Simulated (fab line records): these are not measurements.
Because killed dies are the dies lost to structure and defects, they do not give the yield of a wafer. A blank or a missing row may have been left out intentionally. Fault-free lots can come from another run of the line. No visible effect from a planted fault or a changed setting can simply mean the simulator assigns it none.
fab line records ; flow nandHarc
record lots=13; wafers=37; lastDay=32
route steps=1302 shown P_CONTACT@234 END@1302
lots that met no fault: from a run of the same line without faults
startH: hours from the record's first day to the start of the lot's first wafer shown ; waitH: hours from the lot's prior step to this one ; " unchanged from the row above ; L1.1+2: a row that stands for several wafers ; - value missing, or start not given ; * or withheld: withheld ; < > ~ a bound
route shown NAME@n: a module of which the file shows steps, and the number in the route of the first ; usual: mean and standard deviation over wafers with no fault ; same: alike in all rows ; chamber/n: place in a boat ; sites: readings site by site ; _std_site: standard deviation across them ; _edge_site: inner sites' mean taken away from outer sites' mean ; radiusMm: for every site, how far away it sits from the centre of the wafer ; mask NAME#n: copy n ; behind: the tool/chamber that last shaped the wafer ; hold: why the lot went on hold/how many hours it stayed there/how the hold came to an end ; device: transistor that didn't switch, given as n, p or np ; end of line: at the end of the route, the tests of the same wafers ; a step given without rows: its recipe and nothing more ; killed: count of dies lost to structure and defects at first sort (not the wafer's yield) ; map: the dies of a wafer, with x for killed, . for not killed, _ for no die there
set.NAME: setting as actually run; set.NAME@STEP: the setting as run at that earlier step ; model.NAME: the simulator's own value behind a step, which no gauge read
route steps across a sampled set of lots; one table per step, one row per wafer
services: from which hour (startH, from the record's first day; less than 0 if before it) a tool's chamber was out of use, for how many hours, and why
## steps
# step NHARC_P_CONTACT_INSPECT_14
# usual rawDefectCount=4.4/2.6
lot.wafer;tool;chamber;startH;waitH;rawDefectCount
L569.1;defectInspect-02;-;117.71;0.0;10
L569.2;defectInspect-02;-;117.71;0.0;3
L569.6;defectInspect-02;-;117.71;0.0;9
L570.1;defectInspect-02;-;132.13;0.0;6
L570.4;defectInspect-02;-;132.13;0.0;3
L570.5;defectInspect-02;-;132.13;0.0;3
L573.1;defectInspect-02;-;160.10;0.0;4
L573.2;defectInspect-02;-;160.10;0.0;0
L573.6;defectInspect-02;-;160.10;0.0;5
L574.2;defectInspect-02;-;165.12;0.0;8
L574.4;defectInspect-02;-;165.12;0.0;7
L574.5;defectInspect-02;-;165.12;0.0;5
L575.1;defectInspect-01;-;177.11;0.0;2
L575.2;defectInspect-01;-;177.11;0.0;5
L575.6;defectInspect-01;-;177.11;0.0;0
L581.1;defectInspect-01;-;240.21;0.0;3
L581.3;defectInspect-01;-;240.21;0.0;4
L582.1;defectInspect-02;-;243.92;0.0;4
L582.3;defectInspect-02;-;243.92;0.0;7
L587.2;defectInspect-01;-;296.21;0.0;8
L587.4;defectInspect-01;-;296.21;0.0;3
L587.6;defectInspect-01;-;296.21;0.0;5
L588.1;defectInspect-01;-;307.27;0.0;4
L588.2;defectInspect-01;-;307.27;0.0;8
L588.5;defectInspect-01;-;307.27;0.0;4
L589.1;defectInspect-01;-;313.80;0.0;2
L589.2;defectInspect-01;-;313.80;0.0;2
L589.3;defectInspect-01;-;313.80;0.0;4
L590.1;defectInspect-01;-;326.32;0.0;2
L590.2;defectInspect-01;-;326.32;0.0;6
L590.6;defectInspect-01;-;326.32;0.0;5
L591.1;defectInspect-02;-;336.52;0.0;13
L591.4;defectInspect-02;-;336.52;0.0;6
L591.6;defectInspect-02;-;336.52;0.0;4
L592.1;defectInspect-01;-;343.78;0.0;3
L592.3;defectInspect-01;-;343.78;0.0;2
L592.5;defectInspect-01;-;343.78;0.0;10
# step NHARC_P_CONTACT_ETCH_31
# recipe targetDepthA=300; timeS=85.7; ionEnergyEv=120; overEtchFrac=1; ch3fFlowSccm=50; o2FlowSccm=30; arFlowSccm=200; rfW=500; biasW=100; chemistry=CH3F/O2
# usual drypumpMotorCurrentA=5.6/0.4; o2FlowSccm=30.01/0.093; oesProductAu=0.980/0.016; rfVppV=245.1/1.6; showerheadPlenumPTorr=2.51/0.1; throttleValvePct=20.663/0.0091
# same overEtchFrac=1
lot.wafer;tool;chamber;startH;waitH;drypumpMotorCurrentA;o2FlowSccm;oesProductAu;rfHoursCounterH;rfVppV;showerheadPlenumPTorr;throttleValvePct
L569.1;rieDiel-09;2;-;-;6.3;29.99;0.984;9.7;243.6;2.36;20.648
L569.2;rieDiel-09;3;-;-;5.8;29.86;0.971;8.3;246.0;2.58;20.674
L569.6;rieDiel-09;1;-;-;6.1;30.20;0.959;-;244.6;2.44;20.655
L570.4;rieDiel-12;0;-;-;5.3;30.13;0.959;0.7;245.0;2.55;20.670
L570.1;rieDiel-12;1;-;-;5.7;29.92;0.975;0.7;247.4;2.62;20.658
L570.5;rieDiel-12;3;-;-;5.7;29.84;0.976;-;245.4;2.57;20.677
L573.1;rieDiel-12;3;-;-;5.7;30.05;0.979;2.2;246.1;2.56;20.654
L573.2;rieDiel-12;1;-;-;5.7;30.13;1.005;2.0;247.6;2.62;20.660
L573.6;rieDiel-12;3;-;-;5.7;30.01;0.977;-;245.8;2.57;20.680
L574.4;rieDiel-02;1;-;-;5.8;29.98;0.997;3.4;243.0;2.35;20.665
L574.2;rieDiel-02;0;-;-;6.0;29.97;0.985;3.7;246.1;2.56;20.671
L574.5;rieDiel-02;1;-;-;5.8;29.90;1.000;-;243.5;2.35;20.655
L575.2;rieDiel-12;2;-;-;5.0;30.10;0.975;2.8;245.2;2.55;20.661
L575.1;rieDiel-12;3;-;-;5.7;29.98;0.946;2.7;246.6;2.57;20.665
L575.6;rieDiel-12;2;-;-;4.9;30.02;0.978;-;245.8;2.55;20.674
L581.3;rieDiel-02;1;-;-;5.8;30.07;0.997;0.5;242.2;2.35;20.673
L581.1;rieDiel-02;3;-;-;6.1;30.04;0.972;0.5;247.6;2.61;20.661
L582.1;rieDiel-12;2;-;-;5.0;30.01;1.002;5.1;245.5;2.55;20.676
L582.3;rieDiel-12;3;-;-;5.7;29.93;0.966;5.3;246.5;2.56;20.661
L587.2;rieDiel-02;2;-;-;6.0;29.95;0.981;2.6;241.9;2.36;20.676
L587.4;rieDiel-02;0;-;-;6.0;30.06;0.980;2.3;245.5;2.56;20.656
L587.6;rieDiel-02;2;-;-;6.0;30.02;0.997;-;242.6;2.36;20.662
L588.1;rieDiel-09;3;-;-;5.8;29.95;0.982;6.5;245.0;2.58;20.667
L588.2;rieDiel-09;2;-;-;6.3;29.91;0.979;7.1;243.0;2.35;20.667
L588.5;rieDiel-09;3;-;-;5.8;29.99;0.999;-;245.2;2.58;20.678
L589.1;rieDiel-02;0;-;-;6.0;29.95;0.963;3.1;245.7;2.56;20.648
L589.2;rieDiel-02;1;-;-;5.8;29.90;1.003;2.9;241.5;2.35;20.678
L589.3;rieDiel-02;2;-;-;6.0;29.90;0.965;3.1;243.6;2.36;20.673
L590.2;rieDiel-02;3;-;-;6.1;29.96;0.959;3.9;245.0;2.61;20.657
L590.1;rieDiel-02;0;-;-;6.0;30.16;0.932;3.6;247.4;2.56;20.667
L590.6;rieDiel-02;0;-;-;6.0;30.02;0.929;-;245.8;2.56;20.651
L591.1;rieDiel-02;2;-;-;6.0;30.11;0.988;4.2;244.1;2.36;20.669
L591.4;rieDiel-02;3;-;-;6.1;29.93;0.988;4.3;247.1;2.61;20.660
L591.6;rieDiel-02;2;-;-;6.0;30.18;0.992;-;244.3;2.36;20.676
L592.1;rieDiel-09;3;-;-;5.8;30.00;0.978;1.2;247.2;2.58;20.650
L592.3;rieDiel-09;1;-;-;6.1;29.83;1.012;1.1;245.1;2.44;20.663
L592.5;rieDiel-09;3;-;-;5.7;30.05;0.978;-;245.0;2.58;20.659
# step NHARC_P_CONTACT_ALD_22
# recipe targetThkA=30; pulseTimeS=1; aldCycles=150; tempC=450; material=TiN
# usual aldCycles=150/0; heaterPowerW=1057/100; precursorPulseHeightRel=0.997/0.021
lot.wafer;tool;chamber;startH;waitH;aldCycles;heaterPowerW;precursorPulseHeightRel
L569.1;aldMetal-01;2;119.60;-;150;1456;1.001
L569.2;aldMetal-01;0;119.60;-;150;1076;0.971
L569.6;aldMetal-01;3;119.60;-;150;1153;0.985
L570.4;aldMetal-01;3;134.01;-;150;1140;0.983
L570.1;aldMetal-01;2;134.01;-;150;1440;0.998
L570.5;aldMetal-01;0;134.01;-;150;1063;0.993
L573.1;aldMetal-02;3;162.04;-;150;1081;0.997
L573.2;aldMetal-02;1;162.04;-;150;1066;1.003
L573.6;aldMetal-02;3;162.04;-;150;1080;0.985
L574.2;aldMetal-02;2;167.11;-;150;1098;0.981
L574.4;aldMetal-02;3;167.11;-;150;1066;1.000
L574.5;aldMetal-02;3;167.11;-;150;1095;1.049
L575.2;aldMetal-03;3;179.03;-;150;978;1.000
L575.1;aldMetal-03;0;179.03;-;150;1074;0.972
L575.6;aldMetal-03;2;179.03;-;150;1097;0.983
L581.1;aldMetal-02;1;242.11;-;254;1070;1.005
L581.3;aldMetal-02;2;242.11;-;150;1126;1.000
L582.1;aldMetal-02;2;245.80;-;254;1130;1.014
L582.3;aldMetal-02;1;245.80;-;150;1065;0.995
L587.4;aldMetal-01;2;298.13;-;150;1482;0.980
L587.2;aldMetal-01;0;298.13;-;150;1066;0.965
L587.6;aldMetal-01;1;298.13;-;150;1076;0.968
L588.2;aldMetal-03;0;309.16;-;150;1108;1.016
L588.1;aldMetal-03;1;309.16;-;150;971;0.995
L588.5;aldMetal-03;1;309.16;-;150;1000;1.021
L589.2;aldMetal-02;1;315.70;-;150;996;1.018
L589.1;aldMetal-02;2;315.70;-;150;1093;0.974
L589.3;aldMetal-02;3;315.70;-;150;1006;1.023
L590.2;aldMetal-02;1;328.70;-;150;1016;1.007
L590.1;aldMetal-02;2;328.70;-;150;1078;1.015
L590.6;aldMetal-02;0;328.70;-;150;962;0.972
L591.1;aldMetal-02;2;338.43;-;150;1063;1.004
L591.4;aldMetal-02;3;338.43;-;150;1033;1.001
L591.6;aldMetal-02;1;338.43;-;150;1003;0.990
L592.1;aldMetal-01;1;345.69;-;150;1076;0.981
L592.3;aldMetal-01;2;345.69;-;150;1468;0.981
L592.5;aldMetal-01;1;345.69;-;150;1061;0.981
# step NHARC_P_CONTACT_CMP_24
# recipe tOverpolishS=30; targetThkNm=200
# usual motorCurrentA=11.5/1.1; overpolishRunS=30.001/0.0095; slurryFilterDpKPa=13.50/0.14; timeToEndpointS=38/3.9
lot.wafer;tool;chamber;startH;waitH;motorCurrentA;overpolishRunS;slurryFilterDpKPa;timeToEndpointS
L569.1;cmp-01;0;120.45;0.5;10.9;30.002;13.72;36
L569.2;cmp-01;1;120.45;0.5;9.7;29.987;13.56;41
L569.6;cmp-01;0;120.45;0.5;10.5;29.994;13.50;36
L570.1;cmp-01;0;134.89;0.5;11.1;30.010;13.18;36
L570.4;cmp-01;1;134.89;0.5;9.7;29.986;13.58;45
L570.5;cmp-01;0;134.89;0.5;11.2;29.992;13.42;36
L573.2;cmp-02;3;163.46;0.9;10.3;30.002;13.74;35
L573.1;cmp-02;2;163.46;0.9;13.4;29.999;13.39;37
L573.6;cmp-02;0;163.46;0.9;11.4;29.998;13.62;35
L574.4;cmp-02;2;168.50;0.5;11.8;29.985;13.41;35
L574.2;cmp-02;1;168.50;0.5;11.9;30.029;13.45;34
L574.5;cmp-02;3;168.50;0.5;10.0;30.008;13.49;37
L575.1;cmp-04;1;179.85;0.5;11.7;29.990;13.31;42
L575.2;cmp-04;2;179.85;0.5;15.5;29.997;13.67;35
L575.6;cmp-04;2;179.85;0.5;13.9;29.999;13.69;35
L581.3;cmp-04;2;242.97;0.4;13.6;29.998;13.33;39
L581.1;cmp-04;0;242.97;0.4;12.4;29.989;13.44;45
L582.1;cmp-01;2;246.70;0.6;11.4;29.999;13.57;39
L582.3;cmp-01;3;246.70;0.6;10.7;30.017;13.73;37
L587.4;cmp-01;2;299.01;0.4;12.1;29.996;13.68;36
L587.2;cmp-01;3;299.01;0.4;11.5;29.989;13.53;35
L587.6;cmp-01;0;299.01;0.4;11.6;30.021;13.39;37
L588.1;cmp-01;2;310.01;0.5;12.0;29.994;13.57;35
L588.2;cmp-01;3;310.01;0.5;11.4;30.008;13.59;35
L588.5;cmp-01;2;310.01;0.5;12.0;29.994;13.39;36
L589.3;cmp-01;0;316.56;0.3;11.8;29.995;13.55;32
L589.1;cmp-01;1;316.56;0.3;9.9;29.983;13.38;45
L589.2;cmp-01;2;316.56;0.3;11.8;30.010;13.56;35
L590.1;cmp-04;3;329.53;0.6;11.3;29.993;13.50;33
L590.2;cmp-04;0;329.53;0.6;12.6;29.995;13.54;44
L590.6;cmp-04;0;329.53;0.6;12.3;30.013;13.56;41
L591.4;cmp-01;1;339.26;0.3;9.6;30.005;13.50;43
L591.1;cmp-01;2;339.26;0.3;11.9;30.014;13.22;36
L591.6;cmp-01;2;339.26;0.3;11.8;29.996;13.41;33
L592.1;cmp-01;0;346.57;0.5;10.8;30.008;13.28;33
L592.3;cmp-01;1;346.57;0.5;9.8;30.004;13.46;40
L592.5;cmp-01;2;346.57;0.5;11.9;30.005;13.43;34
# step NHARC_END_SORT_01
# recipe tempC=25
# usual killedAtArray=56/19; killedAtOther=0.6/1; killedAtPeriphery=3.9/2.7; killedDies=61/19; killedOpen=3.3/1.9; killedShort=2.4/1.7
# same grossDies=677
lot.wafer;tool;chamber;startH;waitH;killedAtArray;killedAtOther;killedAtPeriphery;killedDies;killedOpen;killedShort
L582.1;prober-02;0;683.20;2.5;55;0;6;61;3;1
L581.1;prober-01;0;692.19;2.5;57;2;4;63;5;3
# killed by level:class
L582.1 A_CHANNEL_HOLE_D1:chamberFilmFlake=23 A_CHANNEL_HOLE_D2:chamberFilmFlake=14 A_M0:chamberFilmFlake=5 P_GATE:chamberFilmFlake=4 A_SLIT:chamberFilmFlake=4 A_CONTACT:chamberFilmFlake=4 A_STAIRCASE:chamberFilmFlake=3 P_CONTACT:geometricParticle:short=1
L581.1 A_SLIT:chamberFilmFlake=27 A_STAIRCASE:chamberFilmFlake=7 A_CONTACT:chamberFilmFlake=6 A_CHANNEL_HOLE_D2:chamberFilmFlake=4 A_CHANNEL_HOLE_D1:chamberFilmFlake=3 A_M1:geometricParticle:open=2 P_CONTACT:chamberFilmFlake=2 A_ONON_D1:geometricParticle:open=1
## services
tool;chamber;startH;hours;kind
rieDiel-02;-;95.56;4.4;repair
cmp-01;-;112.47;0.7;repair
aldMetal-01;-;129.77;1.0;repair
rieDiel-09;-;143.10;9.0;pm
rieDiel-12;0;160.49;7.1;repair
rieDiel-12;3;164.04;5.3;repair
rieDiel-02;1;169.37;6.1;repair
aldMetal-01;-;170.00;10.0;pm
cmp-01;-;179.85;1.2;repair
cmp-01;-;185.61;4.0;pm
rieDiel-12;2;191.35;4.6;repair
rieDiel-12;1;191.55;3.9;repair
aldMetal-02;2;200.30;25.1;repair
rieDiel-09;3;208.63;14.7;repair
rieDiel-02;-;220.04;9.0;pm
rieDiel-09;0;240.13;6.7;repair
aldMetal-02;-;254.00;10.0;pm
rieDiel-12;-;268.40;9.0;pm
cmp-01;-;283.61;4.0;pm
rieDiel-09;3;289.91;5.8;repair
aldMetal-02;2;290.58;4.4;repair
aldMetal-02;1;293.11;4.0;repair
aldMetal-02;0;296.38;6.4;repair
cmp-01;-;318.15;0.4;repair
## key
firstSign step=NHARC_P_CONTACT_ALD_22; reading=aldCycles; direction=up; sigmas=99+; usual=150; struck=254
effect none on later readings
metAt NHARC_P_CONTACT_ALD_22
struckLots L581,L582
struckWafers L581.1,L582.1
testerLeftOut L581,L582
notActingAt NHARC_P_CONTACT_INSPECT_14,NHARC_P_CONTACT_ETCH_31,NHARC_P_CONTACT_CMP_24
onsetBetween 167.11 242.11
fault kind=processParameterDrift; tool=aldMetal-02; chamber=-; onsetH=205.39; steps=NHARC_P_CONTACT_ALD_22; channel=aldCycles; offset=104; shape=step; endH=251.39; scope=struckWafersOnly; actsIn=theseRecipesOnly; stated=150
# testerLeftOut: of these lots the tester's yield and bins aren't shown, on N5 and GAA mostly nor the transistor test; their killed dies are dies lost to structure and defects alone, not to doping, threshold or leakage, so they don't give the yield
